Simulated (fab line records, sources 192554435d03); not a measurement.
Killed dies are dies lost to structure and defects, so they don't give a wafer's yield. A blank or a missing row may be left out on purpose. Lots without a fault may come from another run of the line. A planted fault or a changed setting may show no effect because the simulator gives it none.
Chamber matching | flow n5_finfet | N5_BEOL_M11_ETCH_62 on rie_diel-05: 4 sister chambers
The step etches SOC in N2/H2, target depth 110 nm, overetch 22 nm, time 165 s. 14 wafers are shown with their chamber, then 7 later ones without.

WAFERS WITH THEIR CHAMBER
wafer  | chamber | showerhead_plenum_p_Torr (Torr) | rf_vpp_V (V) | n2_flow_sccm (sccm)
L074.1 | 1       | 2.63                            | 524.4        | 200.5
L074.4 | 2       | 2.67                            | 526.4        | 199.8
L074.6 | 1       | 2.63                            | 526.8        | 201.2
L078.2 | 3       | 2.42                            | 520.7        | 199.6
L078.4 | 2       | 2.67                            | 527.6        | 200.1
L078.5 | 0       | 2.40                            | 519.4        | 199.3
L084.1 | 0       | 2.40                            | 521.2        | 199.3
L084.4 | 3       | 2.41                            | 520.6        | 199.8
L084.5 | 2       | 2.66                            | 526.1        | 199.4
L083.2 | 1       | 2.62                            | 526.6        | 200.9
L083.3 | 3       | 2.41                            | 519.4        | 200.2
L083.6 | 0       | 2.40                            | 519.8        | 200.0
L088.2 | 3       | 2.41                            | 519.7        | 199.6
L088.5 | 0       | 2.39                            | 521.0        | 199.2

SIGNATURES (means of the wafers above)
reading                  | chamber 0 | chamber 1 | chamber 2 | chamber 3 | scatter within a chamber
showerhead_plenum_p_Torr | 2.3975    | 2.6267    | 2.6667    | 2.4125    | 0.00532
rf_vpp_V                 | 520.350   | 525.933   | 526.700   | 520.100   | 0.917
n2_flow_sccm             | 199.450   | 200.867   | 199.767   | 199.800   | 0.338
Rule: a wafer's distance from a chamber is the root of the sum, over the readings, of the square of ((its reading less the chamber's mean) divided by the reading's scatter). The wafer belongs to the nearest chamber; if the next one is less than 2 further off, it can't be placed. The scatter: the root of (the sum of the squares of (reading less its chamber's mean) over the shown wafers, divided by (wafers less chambers)).

WAFERS WITHOUT THEIR CHAMBER
wafer  | showerhead_plenum_p_Torr (Torr) | rf_vpp_V (V) | n2_flow_sccm (sccm)
L088.6 | 2.41                            | 519.7        | 199.0
L087.1 | 2.66                            | 525.3        | 199.7
L087.2 | 2.41                            | 519.5        | 199.7
L087.6 | 2.66                            | 524.2        | 201.1
L097.4 | 2.61                            | 524.5        | 200.4
L097.5 | 2.40                            | 520.8        | 199.7
L097.6 | 2.65                            | 526.1        | 199.4

WHICH CHAMBER EACH WENT THROUGH
wafer  | from the rows above     | in truth
L088.6 | can't be placed: 3 or 0 | 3
L087.1 | 2                       | 2
L087.2 | can't be placed: 3 or 0 | 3
L087.6 | can't be placed: 2 or 1 | 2
L097.4 | 1                       | 1
L097.5 | can't be placed: 0 or 3 | 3
L097.6 | 2                       | 2
Placed correctly: 3 of 7. Can't be placed from these rows: 4 (the true chamber is among the candidates in 4). Placed wrongly: 0.
